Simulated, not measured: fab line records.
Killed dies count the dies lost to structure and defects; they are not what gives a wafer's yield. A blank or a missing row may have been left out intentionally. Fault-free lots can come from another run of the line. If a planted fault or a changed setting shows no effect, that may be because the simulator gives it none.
Struck lot and sound lot, side by side -- flow n5_finfet -- 15 steps out of a route of 1938
Sound: wafers L706.3, L706.4, L706.5. Struck: wafer L714.2 (L714.1, L714.5, from the same lot, were not struck and are left out); the cause is given at the end.
Per side, at each step with rows, come the tool, then ch with its chambers, and then its first start. Under that, the readings that differ: sound wafers -- struck wafers -- difference of the means -- sigmas: that difference in standard deviations of wafers without a fault.
alike: readings whose means differ by less than 2 such deviations, and words and numbers that are the same on both sides. not compared: withheld readings, readings that some wafer has no value for, bounds like >300 that may hide the same value, and numbers for which the record gives no deviation and whose values overlap.
A row with sigmas, a row that says differs or no value, or rows on one side alone: a step with any of these is where the two part. Non-overlapping numbers with no deviation appear without sigmas and do not part them. Lack of a reading on every wafer of one side parts them only where that side has two or more wafers.

first, 6 steps without rows for these wafers: N5_FIN_CUT_COAT_02 (resist thk 30 nm); N5_FIN_CUT_EBR_04; N5_FIN_CUT_SOFTBAKE_03 (time 60 s); N5_FIN_CUT_EXPOSE_05 (exposes mask FIN CUT); N5_FIN_CUT_PEB_06 (peb time 60 s); N5_FIN_CUT_DEVELOP_07 (develop time 30 s).
N5_FIN_CUT_CD_MEAS_08: target cd 29.1 nm.
  sound on cd_sem-02 ch 0, day 4 14:53; struck on cd_sem-02 ch 0, day 6 16:23
  alike: cd_nm
N5_FIN_CUT_OVL_MEAS_09:
  sound on overlay-01 ch 0, day 4 14:55; struck on overlay-02 ch 0, day 6 16:25
  alike: FIN_CUT_OVL
N5_FIN_CUT_INSPECT_10: inspects for defects (brightfield).
  sound on defect_inspect-02 at day 4 14:58; struck on defect_inspect-01 at day 6 16:29
  alike: raw_defect_count
N5_FIN_CUT_DESCUM_13: chemistry O2, time 7 s.
  sound on rie_diel-06 ch 1,2,3, day 4 15:00; struck on rie_diel-04 ch 0, day 6 16:31
  alike: drypump_motor_current_A, oes_product_au, rf_vpp_V, showerhead_plenum_p_Torr, throttle_valve_pct
  not compared: rf_hours_counter_h
N5_FIN_CUT_ETCH_30: etches underlayer in N2/H2, target depth 13 nm, time 10.4 s.
  sound on rie_diel-06 ch 1,2,3, day 4 15:02; struck on rie_diel-04 ch 0, day 6 16:33
  alike: drypump_motor_current_A, etch_rf_on_time_s, h2_flow_sccm, oes_product_au, rf_vpp_V, showerhead_plenum_p_Torr, throttle_valve_pct
  not compared: rf_hours_counter_h
N5_FIN_CUT_ETCH_20: etches SiARC in CF4, target depth 26 nm, time 43.3 s.
  sound on rie_diel-06 ch 1,2,3, day 4 15:03; struck on rie_diel-04 ch 0, day 6 16:34
  alike: drypump_motor_current_A, etch_rf_on_time_s, oes_product_au, rf_vpp_V, showerhead_plenum_p_Torr, throttle_valve_pct
  not compared: rf_hours_counter_h
N5_FIN_CUT_ETCH_21: etches SOC in N2/H2, target depth 219 nm, overetch 43.8 nm, time 523.5 s.
  sound on rie_diel-06 ch 1,2,3, day 4 15:05; struck on rie_diel-04 ch 0, day 6 16:37
reading,sound,struck,difference,sigmas
h2_flow_sccm (sccm),199.7 199.4 199.2,220.2,+20.8,+41
throttle_valve_pct (%),17.54 18.19 18.00,18.79,+0.88,+4
  alike: drypump_motor_current_A, oes_product_au, rf_vpp_V, showerhead_plenum_p_Torr
  not compared: rf_hours_counter_h
then, 1 step without rows for these wafers: N5_FIN_CUT_STRIP_23 (strips in N2/H2).
-- the record jumps here: 6 days lie between the struck wafers' starts before and after (it left off in module FIN_CUT and takes up again in module BEOL_M4, whose first step shown is number 1111 of the route) --
N5_BEOL_M4_RC_MEAS_101:
  sound on prober-02 ch 0, day 10 20:01; struck on prober-01 ch 0, day 12 22:38
  alike: DIBL_N, DIBL_P, IOFF_N, IOFF_P, ION_N, ION_P, SS_N, SS_P, VT_N, VT_P

== WHERE THEY PART ==
Only at N5_FIN_CUT_ETCH_21, as far as this record shows. Later steps at which nothing parts them and some readings are alike: N5_BEOL_M4_RC_MEAS_101.

WHY: whatever the simulator had introduced
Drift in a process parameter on rie_diel-04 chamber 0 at N5_FIN_CUT_ETCH_21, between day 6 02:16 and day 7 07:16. Setting h2_flow_sccm, moved by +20, from 200. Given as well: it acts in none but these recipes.
